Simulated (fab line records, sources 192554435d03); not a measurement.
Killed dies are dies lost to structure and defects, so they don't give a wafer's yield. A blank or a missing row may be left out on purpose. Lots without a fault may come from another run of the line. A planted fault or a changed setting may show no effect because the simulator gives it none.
fab line records | flow n5_finfet
record lots=7 wafers=21
route steps=1938 shown BEOL_M13@1659 BEOL_M14@1751 BEOL_M15@1800 PASSIVATION@1901
start_h: hours from the record's first day to the start of the lot's first wafer shown | wait_h: hours since the lot's step before | " the same as in the row above | L1.1+2: a row that stands for several wafers | - no value, or no start given | * or withheld: withheld | < > ~ a bound
route shown NAME@n: a module of which the file shows steps, and the number in the route of the first | usual: mean/standard deviation of fault-free wafers | same: alike in all rows | chamber/n: place in a boat | sites: the reading at each site | _std_site: their standard deviation | _edge_site: outer sites' mean less inner sites' | radius_mm: how far each site lies from the wafer's centre | mask NAME#n: copy n | behind: the tool/chamber that last shaped the wafer | hold: why the lot was held/for how many hours/how that ended | device: the transistor (n, p or np) that didn't switch | end of line: the same wafers' tests at the end of the route | a step without rows: its recipe alone | killed: dies lost to structure and defects at the first sort, not the wafer's yield | map: a wafer's dies, x killed, . not, _ none there
set.NAME: the setting as run; set.NAME@STEP: as run at that earlier step | model.NAME: the simulator's own value behind a step, which no gauge read
lots whose settings were changed on purpose; a table a step, a row a wafer
## steps
# step N5_BEOL_M13_ILD_DEP_00
# recipe material=SiOC target_thk_a=8379.2 temp_c=350 precursor=DEMS/O2 pressure_torr=5 rf_w=500 time_s=166.4
# columns lot.wafer tool chamber start_h wait_h set.time_s model.SiOC_of_BEOL_M13_ILD_DEP_00.thk_nm
L079.4+5 pecvd-02 2,0 281.11 0.1 166.4 840.4
L079.6 " 1 " " 166.4 844.6
L080.3 pecvd-02 2 282.11 0.0 166.4 827.8
L080.4 " 1 " " 166.4 834.8
L080.5 " 2 " " 166.4 838.6
L081.1 pecvd-04 2 288.82 0.0 166.4 840.2
L081.2 " 1 " " 166.4 844
L081.4 " 2 " " 166.4 844.8
L085.2 pecvd-04 0 322.99 0.0 166.4 841.2
L085.5 " 2 " " 181.7 927.6
L085.6 " 0 " " 166.4 847.6
L084.2 pecvd-02 0 324.00 0.0 166.4 834.8
L084.3 " 1 " " 180.7 900.4
L084.5 " 1 " " 166.4 838.2
L090.1 pecvd-04 1 347.27 0.0 166.4 836.2
L090.2 " 2 " " 154.7 766.6
L090.5 " 1 " " 154.7 783.8
L092.1 pecvd-02 2 371.72 0.0 166.4 824
L092.3 " 1 " " 166.4 836.6
L092.5 " 2 " " 159 804.2
# step N5_BEOL_M13_THK_MEAS_01
# recipe reads=SiOC_of_BEOL_M13_ILD_DEP_00
# usual M13_ILD_THK=837/12
# columns lot.wafer tool chamber start_h wait_h set.time_s@BEOL_M13_ILD_DEP_00 M13_ILD_THK[nm]
L079.4 film_metro-02 - 281.21 0.0 166.4 840
L079.5 " - " " 166.4 841
L079.6 " - " " 166.4 844
L080.3 film_metro-01 - 282.26 0.1 166.4 827
L080.4 " - " " 166.4 834
L080.5 " - " " 166.4 838
L081.1 film_metro-01 - 288.97 0.1 166.4 841
L081.2 " - " " 166.4 845
L081.4 " - " " 166.4 845
L085.2 film_metro-01 - 323.14 0.1 166.4 841
L085.5 " - " " 181.7 927
L085.6 " - " " 166.4 848
L084.2 film_metro-01 - 324.15 0.1 166.4 835
L084.3 " - " " 180.7 901
L084.5 " - " " 166.4 839
L090.1 film_metro-02 - 347.42 0.1 166.4 836
L090.2 " - " " 154.7 767
L090.5 " - " " 154.7 784
L092.1 film_metro-01 - 371.87 0.1 166.4 823
L092.3 " - " " 166.4 836
L092.5 " - " " 159 804
# step N5_BEOL_M13_EXPOSE_07
# recipe mask_id=V12 na=0.93 source_shape=conventional sigma_outer=0.6 polarization=unpolarized attpsm_phase_deg=180 dose_mj=24.8
# columns lot.wafer tool chamber start_h wait_h mask set.dose_mj
L079.4+5+6 krf_scanner-01 0 281.48 - V12#0 24.8
L080.3 krf_scanner-01 0 282.40 - V12#0 24.8
L080.4+5 " 0 " " V12#0 22.95
L081.1+2+4 krf_scanner-02 0 289.23 - V12#0 24.8
L085.2+5+6 krf_scanner-02 0 323.28 - V12#0 24.8
L084.2+3 krf_scanner-02 0 324.29 - V12#0 25.67
L084.5 " 0 " " V12#0 24.8
L090.1+5 krf_scanner-02 0 347.55 - V12#0 25.76
L090.2 " 0 " " V12#0 24.8
L092.1 krf_scanner-01 0 372.13 - V12#0 24.8
L092.3+5 " 0 " " V12#0 23.09
# step N5_BEOL_M13_PEB_08
# recipe peb_temp_c=130 peb_time_s=90
# step N5_BEOL_M13_DEVELOP_09
# recipe develop_time_s=45 rinse_liquid=diw dry=air_spin dev_temp_c=21
# step N5_BEOL_M13_HARDBAKE_14
# recipe temp_c=130 time_s=120
# step N5_BEOL_M13_CD_MEAS_10
# recipe target_cd_nm=190 landing_energy_ev=500 detector=se_inlens polarity=opening
# usual cd_nm=190.3/1.8
# columns lot.wafer tool chamber start_h wait_h set.dose_mj@BEOL_M13_EXPOSE_07 cd_nm
L079.4 cd_sem-03 0 281.64 - 24.8 189.7
L079.5 " 0 " " 24.8 189.0
L079.6 " 0 " " 24.8 189.3
L080.3 cd_sem-02 0 282.56 - 24.8 189.1
L080.4 " 0 " " 22.95 182.5
L080.5 " 0 " " 22.95 182.1
L081.1 cd_sem-01 0 289.40 - 24.8 190.1
L081.2 " 0 " " 24.8 192.6
L081.4 " 0 " " 24.8 192.5
L085.2 cd_sem-02 0 323.45 - 24.8 192.3
L085.5 " 0 " " 24.8 192.1
L085.6 " 0 " " 24.8 192.7
L084.2 cd_sem-03 0 324.46 - 25.67 195.7
L084.3 " 0 " " 25.67 195.2
L084.5 " 0 " " 24.8 190.6
L090.1 cd_sem-02 0 347.72 - 25.76 195.2
L090.2 " 0 " " 24.8 191.1
L090.5 " 0 " " 25.76 194.2
L092.1 cd_sem-01 0 372.30 - 24.8 187.3
L092.3 " 0 " " 23.09 181.1
L092.5 " 0 " " 23.09 181.6
# step N5_BEOL_M13_DESCUM_15
# recipe chemistry=O2 time_s=7.9 source_power_w=50 bias_power_w=20 pressure_mtorr=20 rf_frequency_hz=2.712e+07 temp_c=40 o2_flow_sccm=225
# step N5_BEOL_M13_ETCH_59
# recipe chemistry=N2/H2 target=BARC target_depth_a=890 overetch_a=267 time_s=67.9 ion_energy_ev=200 pressure_mtorr=30 source_w=840 bias_w=150 n2_flow_sccm=200 h2_flow_sccm=200
# step N5_BEOL_M13_VIA_ETCH_16
# recipe chemistry=C4F8/O2/Ar target=SiOC pressure_mtorr=30 source_w=3000 bias_w=700 Ar_flow_sccm=400 C4F8_flow_sccm=15 O2_flow_sccm=8 he_inner_torr=15 he_outer_torr=30 target_depth_a=9217 time_s=withheld ion_energy_ev=250 ends=cleared
# columns lot.wafer tool chamber start_h wait_h set.time_s@BEOL_M13_ILD_DEP_00 model.etch.depth_nm model.coat_of_BEOL_M13_COAT_04.thk_nm
L079.4 rie_diel-06 1 281.81 0.0 * 840.5 72.6
L079.5 " 1 " " * 840.5 72
L079.6 " 0 " " * 844.7 69.4
L080.3 rie_diel-02 2 282.73 0.0 * 827.9 76.6
L080.4 " 0 " " * 834.7 73.8
L080.5 " 1 " " * 838.6 70.4
L081.1 rie_diel-02 1 289.58 0.0 * 840.3 69.4
L081.2 " 2 " " * 844 69.8
L081.4 " 2 " " * 844.7 69.6
L085.2 rie_diel-06 3 323.66 0.0 * 841.3 68.8
L085.5 " 3 " " * 927.6 43.6
L085.6 " 2 " " * 847.6 68.2
L084.2 rie_diel-02 3 324.92 0.0 * 834.9 68.2
L084.3 " 2 " " * 900.4 53.6
L084.5 " 3 " " * 838.1 67.4
L090.1 rie_diel-02 0 349.61 0.0 * 836.2 67.2
L090.2 " 1 " " * 766.6 89.8
L090.5 " 2 " " * 783.7 86.8
L092.1 rie_diel-02 3 372.54 0.0 * 823.9 70.8
L092.3 " 2 " " * 836.6 71.2
L092.5 " 0 " " * 804.2 78.8
# step N5_BEOL_M13_STRIP_63
# recipe chemistry=N2/H2 power_w=1000 temp_c=250 h2_frac=0.65 overash_fraction=0.3 pressure_mtorr=1000 n2_flow_sccm=1750 h2_flow_sccm=3250
# usual strip_time_to_endpoint_s=27.8/1.2
# columns lot.wafer tool chamber start_h wait_h set.time_s@BEOL_M13_ILD_DEP_00 strip_time_to_endpoint_s
L079.4 plasma_asher-02 1 282.07 - 166.4 28.4
L079.5 " 0 " " 166.4 28.2
L079.6 " 1 " " 166.4 27.5
L080.3 plasma_asher-02 1 282.99 - 166.4 29.6
L080.4 " 0 " " 166.4 28.8
L080.5 " 1 " " 166.4 27.8
L081.1 plasma_asher-02 0 289.81 - 166.4 27.5
L081.2 " 1 " " 166.4 27.6
L081.4 " 0 " " 166.4 27.6
L085.2 plasma_asher-02 1 323.89 - 166.4 27.3
L085.5 " 1 " " 181.7 19.6
L085.6 " 0 " " 166.4 27.1
L084.2 plasma_asher-01 0 325.16 - 166.4 27.1
L084.3 " 1 " " 180.7 22.7
L084.5 " 0 " " 166.4 26.9
L090.1 plasma_asher-02 1 349.84 - 166.4 26.9
L090.2 " 0 " " 154.7 33.4
L090.5 " 1 " " 154.7 32.6
L092.1 plasma_asher-02 1 372.78 - 166.4 27.9
L092.3 " 1 " " 166.4 28.0
L092.5 " 0 " " 159 30.2
# step N5_BEOL_M13_STRIP_64
# recipe chemistry=N2/H2 power_w=1000 temp_c=250 h2_frac=0.65 overash_fraction=0.3 pressure_mtorr=withheld n2_flow_sccm=1750 h2_flow_sccm=3250
# step N5_BEOL_M13_STRIP_71
# recipe chemistry=post_etch_residue_remover time_s=60 temp_c=25 remover_ph=withheld remover_water_wt_pct=withheld remover_fluoride_wt_pct=withheld
# step N5_BEOL_M13_SRD_72
# recipe time_s=30 temp_c=23 rinse_liquid=diw dry=n2_spin spin_rpm=1500 dry_time_s=30
# step N5_BEOL_M13_CD_MEAS_17
# recipe target_cd_nm=190 polarity=opening
# usual cd_nm=191.2/2
# columns lot.wafer tool chamber start_h wait_h set.dose_mj@BEOL_M13_EXPOSE_07 cd_nm
L079.4 cd_sem-01 - 282.26 0.0 24.8 190.0
L079.5 " - " " 24.8 190.0
L079.6 " - " " 24.8 187.8
L080.3 cd_sem-01 - 283.18 0.0 24.8 188.2
L080.4 " - " " 22.95 181.8
L080.5 " - " " 22.95 182.9
L081.1 cd_sem-01 - 290.02 0.0 24.8 192.5
L081.2 " - " " 24.8 192.4
L081.4 " - " " 24.8 192.2
L085.2 cd_sem-03 - 324.10 0.0 24.8 194.1
L085.5 " - " " 24.8 194.9
L085.6 " - " " 24.8 195.1
L084.2 cd_sem-03 - 325.37 0.0 25.67 197.9
L084.3 " - " " 25.67 195.4
L084.5 " - " " 24.8 192.4
L090.1 cd_sem-02 - 350.05 0.0 25.76 194.9
L090.2 " - " " 24.8 190.6
L090.5 " - " " 25.76 193.0
L092.1 cd_sem-03 - 372.99 0.0 24.8 189.6
L092.3 " - " " 23.09 182.3
L092.5 " - " " 23.09 183.7
# step N5_BEOL_M14_ETCH_68
# recipe chemistry=N2/H2 target=SOC mask_material=SiARC source_w=3000 bias_w=350 temp_c=40 time_s=450 ion_energy_ev=200 pressure_mtorr=30 n2_flow_sccm=200 h2_flow_sccm=200
# columns lot.wafer tool chamber start_h wait_h set.time_s model.SiARC_of_BEOL_M14_COAT_66.thk_nm
L079.4 rie_diel-01 1 288.01 0.1 450 65
L079.5 " 3 " " 450 65.2
L079.6 " 0 " " 450 64.4
L080.3 rie_diel-05 3 289.54 0.1 487.9 61.4
L080.4 " 1 " " 450 65.8
L080.5 " 2 " " 487.9 62
L081.1 rie_diel-04 0 295.89 0.1 450 64
L081.2 " 1 " " 450 65.2
L081.4 " 3 " " 450 64.4
L085.2 rie_diel-05 3 331.60 0.1 414.6 69
L085.5 " 0 " " 414.6 69.4
L085.6 " 3 " " 450 65.2
L084.2 rie_diel-01 1 335.31 0.1 450 65.4
L084.3 " 0 " " 450 64.8
L084.5 " 2 " " 492.8 60.4
L090.1 rie_diel-04 3 357.55 0.1 495.7 59.8
L090.2 " 2 " " 450 65.4
L090.5 " 3 " " 495.7 60.2
L092.1 rie_diel-01 1 380.02 0.1 450 64.8
L092.3 " 3 " " 520.6 57.6
L092.5 " 1 " " 450 65.2
# step N5_BEOL_M15_EXPOSE_25
# recipe mask_id=M15 na=0.8 source_shape=annular sigma_inner=0.5 sigma_outer=0.8 polarization=unpolarized target_cd_nm=400 dose_mj=35.5
# columns lot.wafer tool chamber start_h wait_h mask set.dose_mj
L079.4+5+6 krf_scanner-01 0 296.75 - M15#0 35.5
L080.3+5 krf_scanner-01 0 298.01 - M15#0 35.5
L080.4 " 0 " " M15#0 36.68
L081.1+2 krf_scanner-01 0 302.49 - M15#0 35.5
L081.4 " 0 " " M15#0 36.74
L085.2 krf_scanner-01 0 341.45 - M15#0 34.41
L085.5+6 " 0 " " M15#0 35.5
L084.2+5 krf_scanner-02 0 346.17 - M15#0 33.05
L084.3 " 0 " " M15#0 35.5
L090.1 krf_scanner-02 0 361.66 - M15#0 35.5
L090.2+5 " 0 " " M15#0 38.01
L092.1+3 krf_scanner-01 0 385.81 - M15#0 33.05
L092.5 " 0 " " M15#0 35.5
# step N5_BEOL_M15_DEVELOP_27
# recipe develop_time_s=45 rinse_liquid=diw dry=air_spin dev_temp_c=21
# columns lot.wafer tool chamber start_h wait_h set.develop_time_s
L079.4+5+6 litho_track-03 0 - - 45
L080.3 litho_track-02 0 - - 41.38
L080.4+5 " 0 " " 45
L081.1+2+4 litho_track-01 0 - - 45
L085.2+6 litho_track-03 0 - - 45
L085.5 " 0 " " 53.46
L084.2+3 litho_track-03 0 - - 45
L084.5 " 0 " " 48.73
L090.1+2+5 litho_track-03 0 - - 45
L092.1 litho_track-02 0 - - 37.98
L092.3+5 " 0 " " 45
# step N5_BEOL_M15_HARDBAKE_32
# recipe temp_c=130 time_s=120
# step N5_BEOL_M15_CD_MEAS_28
# recipe target_cd_nm=407.6 landing_energy_ev=500 detector=se_inlens
# usual cd_nm=407.8/1.8
# columns lot.wafer tool chamber start_h wait_h set.dose_mj@BEOL_M15_EXPOSE_25 cd_nm
L079.4 cd_sem-01 0 296.90 - 35.5 407.4
L079.5 " 0 " " 35.5 409.0
L079.6 " 0 " " 35.5 406.6
L080.3 cd_sem-03 0 298.17 - 35.5 408.3
L080.4 " 0 " " 36.68 415.0
L080.5 " 0 " " 35.5 409.2
L081.1 cd_sem-03 0 302.66 - 35.5 408.2
L081.2 " 0 " " 35.5 407.0
L081.4 " 0 " " 36.74 412.7
L085.2 cd_sem-03 0 341.62 - 34.41 405.5
L085.5 " 0 " " 35.5 411.4
L085.6 " 0 " " 35.5 409.9
L084.2 cd_sem-02 0 346.33 - 33.05 395.3
L084.3 " 0 " " 35.5 404.2
L084.5 " 0 " " 33.05 396.2
L090.1 cd_sem-03 0 361.83 - 35.5 408.4
L090.2 " 0 " " 38.01 418.8
L090.5 " 0 " " 38.01 417.4
L092.1 cd_sem-03 0 385.98 - 33.05 396.2
L092.3 " 0 " " 33.05 397.5
L092.5 " 0 " " 35.5 410.6
# step N5_BEOL_M15_DESCUM_33
# recipe chemistry=O2 time_s=7.9 source_power_w=50 bias_power_w=20 pressure_mtorr=20 rf_frequency_hz=2.712e+07 temp_c=40 o2_flow_sccm=225
# columns lot.wafer tool chamber start_h wait_h set.dose_mj@BEOL_M15_EXPOSE_25 model.BEOL_M15.cd_nm
L079.4 rie_diel-02 2 297.12 0.2 35.5 407.2
L079.5 " 3 " " 35.5 409.4
L079.6 " 0 " " 35.5 406.6
L080.3 rie_diel-02 1 298.51 0.3 35.5 408.6
L080.4 " 0 " " 36.68 414.8
L080.5 " 1 " " 35.5 409.2
L081.1 rie_diel-02 0 302.76 0.0 35.5 407.8
L081.2 " 3 " " 35.5 407.2
L081.4 " 2 " " 36.74 412.6
L085.2 rie_diel-06 2 341.76 0.1 34.41 405.6
L085.5 " 3 " " 35.5 411.6
L085.6 " 0 " " 35.5 409.8
L084.2 rie_diel-06 3 346.87 0.5 33.05 395.2
L084.3 " 0 " " 35.5 404.2
L084.5 " 1 " " 33.05 396.2
L090.1 rie_diel-02 0 361.92 0.0 35.5 408.8
L090.2 " 2 " " 38.01 418.8
L090.5 " 1 " " 38.01 417.4
L092.1 rie_diel-06 1 386.07 0.0 33.05 396.2
L092.3 " 0 " " 33.05 397.4
L092.5 " 1 " " 35.5 410.8
# step N5_BEOL_M15_ETCH_61
# recipe chemistry=N2/H2 target=BARC target_depth_a=890 overetch_a=267 time_s=67.9 ion_energy_ev=200 pressure_mtorr=30 source_w=840 bias_w=150 n2_flow_sccm=200 h2_flow_sccm=200
# columns lot.wafer tool chamber start_h wait_h set.dose_mj@BEOL_M15_EXPOSE_25 model.BEOL_M15.cd_nm
L079.4 rie_diel-02 2 297.15 0.0 35.5 398.2
L079.5 " 3 " " 35.5 401.2
L079.6 " 0 " " 35.5 398.6
L080.3 rie_diel-02 1 298.55 0.0 35.5 401.4
L080.4 " 0 " " 36.68 407.6
L080.5 " 1 " " 35.5 401.8
L081.1 rie_diel-02 0 302.79 0.0 35.5 399.8
L081.2 " 3 " " 35.5 399.4
L081.4 " 2 " " 36.74 404.2
L085.2 rie_diel-06 2 341.80 0.0 34.41 398.4
L085.5 " 3 " " 35.5 404
L085.6 " 0 " " 35.5 402.8
L084.2 rie_diel-06 3 346.91 0.0 33.05 387.8
L084.3 " 0 " " 35.5 397.6
L084.5 " 1 " " 33.05 388
L090.1 rie_diel-02 0 361.96 0.0 35.5 401.8
L090.2 " 2 " " 38.01 411.2
L090.5 " 1 " " 38.01 411
L092.1 rie_diel-06 1 386.11 0.0 33.05 388.6
L092.3 " 0 " " 33.05 391.2
L092.5 " 1 " " 35.5 403.4
# step N5_PASSIVATION_EXPOSE_27
# recipe mask_id=PAD na=0.55 source_shape=conventional sigma_outer=0.8 polarization=unpolarized defocus_nm=0 dose_mj=32.3
# columns lot.wafer tool chamber start_h wait_h mask set.dose_mj
L079.4+5+6 krf_scanner-01 0 309.20 - PAD#0 32.3
L080.3 krf_scanner-01 0 311.53 - PAD#0 32.3
L080.4+5 " 0 " " PAD#0 34.67
L081.1+4 krf_scanner-02 0 315.69 - PAD#0 32.3
L081.2 " 0 " " PAD#0 33.16
L085.2+5+6 krf_scanner-01 0 356.99 - PAD#0 32.3
L084.2 krf_scanner-01 0 363.41 - PAD#0 30.06
L084.3+5 " 0 " " PAD#0 32.3
L090.1+2 krf_scanner-02 0 373.97 - PAD#0 33.63
L090.5 " 0 " " PAD#0 32.3
L092.1+3+5 krf_scanner-02 0 401.57 - PAD#0 32.3
# step N5_PASSIVATION_PEB_28
# recipe peb_temp_c=withheld peb_time_s=*
# columns lot.wafer tool chamber start_h wait_h set.peb_time_s
L079.4+5+6 litho_track-05 0 309.24 0.0 *
L080.3+4+5 litho_track-03 0 311.58 0.0 *
L081.1 litho_track-04 0 315.74 0.1 *
L081.2+4 " 0 " " *
L085.2+6 litho_track-03 0 357.04 0.0 *
L085.5 " 0 " " *
L084.2+3+5 litho_track-05 0 363.47 0.0 *
L090.1+2+5 litho_track-05 0 374.03 0.1 *
L092.1 litho_track-05 0 401.63 0.1 *
L092.3+5 " 0 " " *
# step N5_PASSIVATION_DEVELOP_29
# recipe develop_time_s=60 rinse_liquid=diw dry=air_spin dev_temp_c=21
# step N5_PASSIVATION_HARDBAKE_31
# recipe temp_c=130 time_s=120
# step N5_PASSIVATION_CD_MEAS_30
# recipe target_cd_nm=4000 landing_energy_ev=500 detector=se_inlens polarity=opening
# usual cd_nm=4000.1/1.9
# columns lot.wafer tool chamber start_h wait_h set.dose_mj@PASSIVATION_EXPOSE_27 cd_nm
L079.4 cd_sem-03 0 309.37 - 32.3 4000.1
L079.5 " 0 " " 32.3 3996.8
L079.6 " 0 " " 32.3 3996.5
L080.3 cd_sem-02 0 311.70 - 32.3 4003.9
L080.4 " 0 " " 34.67 4013.4
L080.5 " 0 " " 34.67 4015.0
L081.1 cd_sem-01 0 315.86 - 32.3 4004.3
L081.2 " 0 " " 33.16 4004.0
L081.4 " 0 " " 32.3 3997.6
L085.2 cd_sem-02 0 357.16 - 32.3 4001.4
L085.5 " 0 " " 32.3 4003.9
L085.6 " 0 " " 32.3 4000.6
L084.2 cd_sem-02 0 363.59 - 30.06 3985.2
L084.3 " 0 " " 32.3 4002.4
L084.5 " 0 " " 32.3 4000.2
L090.1 cd_sem-02 0 374.15 - 33.63 4006.1
L090.2 " 0 " " 33.63 4007.8
L090.5 " 0 " " 32.3 4000.0
L092.1 cd_sem-01 0 401.75 - 32.3 4000.1
L092.3 " 0 " " 32.3 3998.8
L092.5 " 0 " " 32.3 3997.9
## key
split step=N5_BEOL_M13_ILD_DEP_00 setting=time_s stated=166.4 by=wafer
response step=N5_BEOL_M13_ILD_DEP_00 reading=model.SiOC_of_BEOL_M13_ILD_DEP_00.thk_nm change=+8.17 per=1% r=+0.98
response step=N5_BEOL_M13_THK_MEAS_01 reading=M13_ILD_THK change=+8.13 per=1% r=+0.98
response step=N5_BEOL_M13_VIA_ETCH_16 reading=model.etch.depth_nm change=+8.17 per=1% r=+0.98
response step=N5_BEOL_M13_VIA_ETCH_16 reading=model.coat_of_BEOL_M13_COAT_04.thk_nm change=-2.35 per=1% r=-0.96
response step=N5_BEOL_M13_STRIP_63 reading=strip_time_to_endpoint_s change=* per=1% r=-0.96
split step=N5_BEOL_M13_EXPOSE_07 setting=dose_mj stated=24.8 by=wafer
response step=N5_BEOL_M13_CD_MEAS_10 reading=cd_nm change=+0.936 per=1% r=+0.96
response step=N5_BEOL_M13_CD_MEAS_17 reading=cd_nm change=+0.897 per=1% r=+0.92
split step=N5_BEOL_M14_ETCH_68 setting=time_s stated=450 by=wafer
response step=N5_BEOL_M14_ETCH_68 reading=model.SiARC_of_BEOL_M14_COAT_66.thk_nm change=-0.492 per=1% r=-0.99
split step=N5_BEOL_M15_EXPOSE_25 setting=dose_mj stated=35.5 by=wafer
response step=N5_BEOL_M15_CD_MEAS_28 reading=cd_nm change=+1.55 per=1% r=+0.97
response step=N5_BEOL_M15_DESCUM_33 reading=model.BEOL_M15.cd_nm change=+1.54 per=1% r=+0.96
response step=N5_BEOL_M15_ETCH_61 reading=model.BEOL_M15.cd_nm change=+1.56 per=1% r=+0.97
split step=N5_BEOL_M15_DEVELOP_27 setting=develop_time_s stated=45 by=wafer
response none clear
split step=N5_PASSIVATION_EXPOSE_27 setting=dose_mj stated=32.3 by=wafer
response step=N5_PASSIVATION_CD_MEAS_30 reading=cd_nm change=+1.77 per=1% r=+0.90
split step=N5_PASSIVATION_PEB_28 setting=peb_time_s stated=* by=wafer
response none clear
